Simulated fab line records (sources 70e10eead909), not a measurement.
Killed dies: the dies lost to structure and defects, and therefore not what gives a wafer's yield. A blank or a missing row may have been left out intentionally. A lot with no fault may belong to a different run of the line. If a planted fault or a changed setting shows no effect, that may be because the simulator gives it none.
A lot that was struck, set against a sound lot | flow nand-harc | 14 steps out of a route of 1159
Sound: these wafers, L581.2, L581.4, L581.5. Struck: wafers L596.2, L596.4, L596.6. The cause is given at the end.
Per side, at each step with rows, come the tool, then ch with its chambers, and then its first start. Under that, the readings that differ: sound wafers | struck wafers | difference of the means | sigmas: that difference in standard deviations of wafers without a fault.
alike: readings with means less than 2 such deviations apart, plus words and numbers identical on both sides. not compared: withheld readings, readings lacking a value on some wafer, bounds such as >300 that could conceal the same value, and numbers that have no deviation in the record and whose values overlap.
A row with sigmas, a row that says differs or no value, or rows on one side alone: a step with any of these is where the two part. Numbers that have no deviation but don't overlap get no sigmas and don't part them. A reading missing from all wafers of one side parts the sides only when that side holds two or more wafers.

NHARC_P_CONTACT_INSPECT_14:
  sound on defect-inspect-02, day 6 09:44; struck on defect-inspect-01, day 10 06:03
  alike: raw-defect-count
NHARC_P_CONTACT_DESCUM_17: chemistry O2, time 3 s.
  sound on rie-diel-11 ch 0,2,3, day 6 09:48; struck on rie-diel-07 ch 1,2,3, day 10 06:07
  alike: drypump-motor-current-A, oes-product-au, rf-vpp-V, showerhead-plenum-p-Torr, throttle-valve-pct
  not compared: rf-hours-counter-h
NHARC_P_CONTACT_ETCH_35: etches the open film in CF4, target depth 39 nm, time 65 s.
  sound on rie-diel-11 ch 1,2,3, day 6 09:53; struck on rie-diel-07 ch 0,3, day 10 06:12
  alike: drypump-motor-current-A, oes-product-au, rf-vpp-V, showerhead-plenum-p-Torr, throttle-valve-pct
  not compared: rf-hours-counter-h
NHARC_P_CONTACT_ETCH_36: etches the open film in N2/H2, target depth 260 nm, time 406.25 s.
  sound: rie-diel-11 ch 0,1,2; struck: rie-diel-07 ch 2,3
  alike: drypump-motor-current-A, oes-product-au, rf-vpp-V, showerhead-plenum-p-Torr, throttle-valve-pct
  not compared: rf-hours-counter-h
NHARC_P_CONTACT_ETCH_18: etches the open film in C4F8/O2/Ar, target depth 481 nm, time 240.5 s.
  sound: rie-diel-11 ch 1,3; struck: rie-diel-07 ch 0,1,2
  alike: oes-product-au, rf-vpp-V
  not compared: rf-hours-counter-h
then, 2 steps without rows for these wafers: NHARC_P_CONTACT_STRIP_37 (strips in C4F8/O2/Ar); NHARC_P_CONTACT_ETCH_31 (etches the open film in CH3F/O2, target depth 30 nm, time 85.7 s).
NHARC_P_CONTACT_CD_MEAS_19:
  sound on cd-sem-02, day 6 10:48; struck on cd-sem-02, day 10 06:59
  alike: cd-nm
then, 2 steps without rows for these wafers: NHARC_P_CONTACT_STRIP_28 (strips in O2); NHARC_P_CONTACT_STRIP_29 (strips in post etch residue remover, time 1200 s).
NHARC_P_CONTACT_DEGAS_38: time 60 s.
  sound on pvd-sputter-02, day 6 11:32; struck on pvd-sputter-01, day 10 07:43
  alike: heater-power-w
then, 1 step without rows for these wafers: NHARC_P_CONTACT_PRE_CLEAN_39 (time 19.5 s).
NHARC_P_CONTACT_PVD_32: deposits Ti, target thk 5 nm, time 17.7 s.
  sound on pvd-sputter-02, day 6 11:39; struck on pvd-sputter-01, day 10 07:50
  no value came back on the struck wafers for cathode-dc-power-W (W), chamber-pressure-pa (Pa), throttle-valve-pct (%); on the sound wafers cathode-dc-power-W (W) reads 5001.0 4999.5 5000.9
then, 1 step without rows for these wafers: NHARC_P_CONTACT_ALD_22 (deposits TiN, target thk 3 nm, pulse time 1 s, ald cycles 150).

== WHERE THEY PART ==
Only at NHARC_P_CONTACT_PVD_32, within this record.

WHY: what the simulator had put in
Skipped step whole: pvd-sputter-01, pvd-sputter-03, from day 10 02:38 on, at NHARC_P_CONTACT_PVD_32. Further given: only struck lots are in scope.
